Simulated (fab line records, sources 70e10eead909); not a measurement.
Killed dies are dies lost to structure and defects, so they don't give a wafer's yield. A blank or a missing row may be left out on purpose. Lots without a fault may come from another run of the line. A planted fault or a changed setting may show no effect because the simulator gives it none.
Chamber matching | flow nand_harc | NHARC_A_CONTACT_CMP_20 on cmp-01: 4 sister chambers
The step polishes, t overpolish 30 s, target thk 300 nm. 20 wafers are shown with their chamber, then 10 later ones without.

WAFERS WITH THEIR CHAMBER
wafer  | chamber | time_to_endpoint_s (s) | motor_current_A (A) | slurry_filter_dp_kPa (kPa)
L075.1 | 2       | 63                     | 12.6                | 13.26
L075.2 | 0       | 61                     | 12.4                | 13.57
L075.5 | 3       | 57                     | 12.0                | 13.47
L076.2 | 2       | 62                     | 12.6                | 13.23
L076.5 | 3       | 58                     | 12.1                | 13.57
L076.6 | 2       | 60                     | 12.2                | 13.34
L086.1 | 1       | 66                     | 13.2                | 13.35
L086.2 | 2       | 60                     | 12.1                | 13.63
L086.6 | 0       | 56                     | 12.1                | 13.52
L085.1 | 3       | 58                     | 12.4                | 13.14
L085.2 | 0       | 58                     | 12.9                | 13.58
L085.3 | 2       | 63                     | 12.4                | 13.59
L080.2 | 1       | 68                     | 13.3                | 13.79
L080.3 | 0       | 63                     | 13.3                | 13.42
L080.4 | 3       | 60                     | 12.3                | 13.72
L089.2 | 0       | 62                     | 11.9                | 13.49
L089.3 | 1       | 66                     | 14.4                | 13.67
L089.4 | 2       | 63                     | 13.0                | 13.50
L090.2 | 2       | 62                     | 12.2                | 13.36
L090.5 | 1       | 70                     | 13.5                | 13.39

SIGNATURES (means of the wafers above)
reading              | chamber 0 | chamber 1 | chamber 2 | chamber 3 | scatter within a chamber
time_to_endpoint_s   | 60.00     | 67.50     | 61.86     | 58.25     | 1.95
motor_current_A      | 12.520    | 13.600    | 12.443    | 12.200    | 0.428
slurry_filter_dp_kPa | 13.5160   | 13.5500   | 13.4157   | 13.4750   | 0.174
Rule: a wafer's distance from a chamber is the root of the sum, over the readings, of the square of ((its reading less the chamber's mean) divided by the reading's scatter). The wafer belongs to the nearest chamber; if the next one is less than 2 further off, it can't be placed. The scatter: the root of (the sum of the squares of (reading less its chamber's mean) over the shown wafers, divided by (wafers less chambers)).

WAFERS WITHOUT THEIR CHAMBER
wafer  | time_to_endpoint_s (s) | motor_current_A (A) | slurry_filter_dp_kPa (kPa)
L090.6 | 62                     | 12.6                | 13.37
L092.4 | 59                     | 12.7                | 13.44
L092.5 | 62                     | 13.8                | 13.22
L092.6 | 57                     | 13.2                | 13.63
L095.1 | 61                     | 13.4                | 13.50
L095.2 | 59                     | 12.5                | 13.32
L095.5 | 62                     | 13.7                | 13.47
L096.3 | 64                     | 13.8                | 13.46
L096.5 | 63                     | 12.3                | 13.52
L096.6 | 65                     | 13.3                | 13.46

WHICH CHAMBER EACH WENT THROUGH
wafer  | from the rows above               | in truth
L090.6 | can't be placed: 2 or 0 or 3      | 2
L092.4 | can't be placed: 0 or 3 or 2      | 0
L092.5 | can't be placed: 2 or 1 or 0 or 3 | 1
L092.6 | can't be placed: 0 or 3 or 2      | 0
L095.1 | can't be placed: 0 or 2 or 3 or 1 | 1
L095.2 | can't be placed: 3 or 0 or 2      | 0
L095.5 | can't be placed: 1 or 0 or 2 or 3 | 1
L096.3 | can't be placed: 1 or 2 or 0      | 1
L096.5 | can't be placed: 2 or 0 or 3      | 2
L096.6 | can't be placed: 1 or 2 or 0      | 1
Placed correctly: 0 of 10. Can't be placed from these rows: 10 (the true chamber is among the candidates in 10). Placed wrongly: 0.
